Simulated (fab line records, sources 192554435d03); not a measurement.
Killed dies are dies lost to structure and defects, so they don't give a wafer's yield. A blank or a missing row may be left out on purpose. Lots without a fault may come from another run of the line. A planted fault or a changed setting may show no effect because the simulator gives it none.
Chamber matching | flow n5_finfet | N5_BEOL_M11_ETCH_62 on rie_diel-05: 4 sister chambers
The step etches SOC in N2/H2, target depth 110 nm, overetch 22 nm, time 165 s. 14 wafers are shown with their chamber, then 7 later ones without.

WAFERS WITH THEIR CHAMBER
wafer  | chamber | drypump_motor_current_A (A) | throttle_valve_pct (%) | showerhead_plenum_p_Torr (Torr)
L074.1 | 2       | 5.4                         | 18.02                  | 2.61
L074.4 | 3       | 5.9                         | 18.15                  | 2.64
L074.6 | 1       | 6.2                         | 17.40                  | 2.61
L080.1 | 3       | 5.9                         | 18.17                  | 2.64
L080.5 | 0       | 5.4                         | 18.00                  | 2.43
L080.6 | 3       | 5.9                         | 18.17                  | 2.64
L086.1 | 3       | 5.9                         | 18.17                  | 2.63
L086.4 | 1       | 6.3                         | 17.43                  | 2.60
L086.5 | 2       | 5.4                         | 18.07                  | 2.60
L089.1 | 0       | 5.4                         | 18.03                  | 2.43
L089.4 | 2       | 5.4                         | 18.08                  | 2.60
L089.5 | 3       | 5.9                         | 18.16                  | 2.63
L093.1 | 0       | 5.4                         | 18.03                  | 2.42
L093.2 | 2       | 5.4                         | 18.11                  | 2.59

SIGNATURES (means of the wafers above)
reading                  | chamber 0 | chamber 1 | chamber 2 | chamber 3 | scatter within a chamber
drypump_motor_current_A  | 5.400     | 6.250     | 5.400     | 5.900     | 0.0224
throttle_valve_pct       | 18.0200   | 17.4150   | 18.0700   | 18.1640   | 0.0236
showerhead_plenum_p_Torr | 2.4267    | 2.6050    | 2.6000    | 2.6360    | 0.00661
Rule: a wafer's distance from a chamber is the root of the sum, over the readings, of the square of ((its reading less the chamber's mean) divided by the reading's scatter). The wafer belongs to the nearest chamber; if the next one is less than 2 further off, it can't be placed. The scatter: the root of (the sum of the squares of (reading less its chamber's mean) over the shown wafers, divided by (wafers less chambers)).

WAFERS WITHOUT THEIR CHAMBER
wafer  | drypump_motor_current_A (A) | throttle_valve_pct (%) | showerhead_plenum_p_Torr (Torr)
L093.4 | 6.2                         | 17.47                  | 2.59
L094.3 | 5.9                         | 18.19                  | 2.63
L094.5 | 6.2                         | 17.44                  | 2.59
L094.6 | 5.4                         | 18.10                  | 2.59
L095.1 | 5.4                         | 18.09                  | 2.59
L095.2 | 5.9                         | 18.21                  | 2.63
L095.3 | 5.3                         | 18.05                  | 2.42

WHICH CHAMBER EACH WENT THROUGH
wafer  | from the rows above | in truth
L093.4 | 1                   | 1
L094.3 | 3                   | 3
L094.5 | 1                   | 1
L094.6 | 2                   | 2
L095.1 | 2                   | 2
L095.2 | 3                   | 3
L095.3 | 0                   | 0
Placed correctly: 7 of 7. Can't be placed from these rows: 0. Placed wrongly: 0.
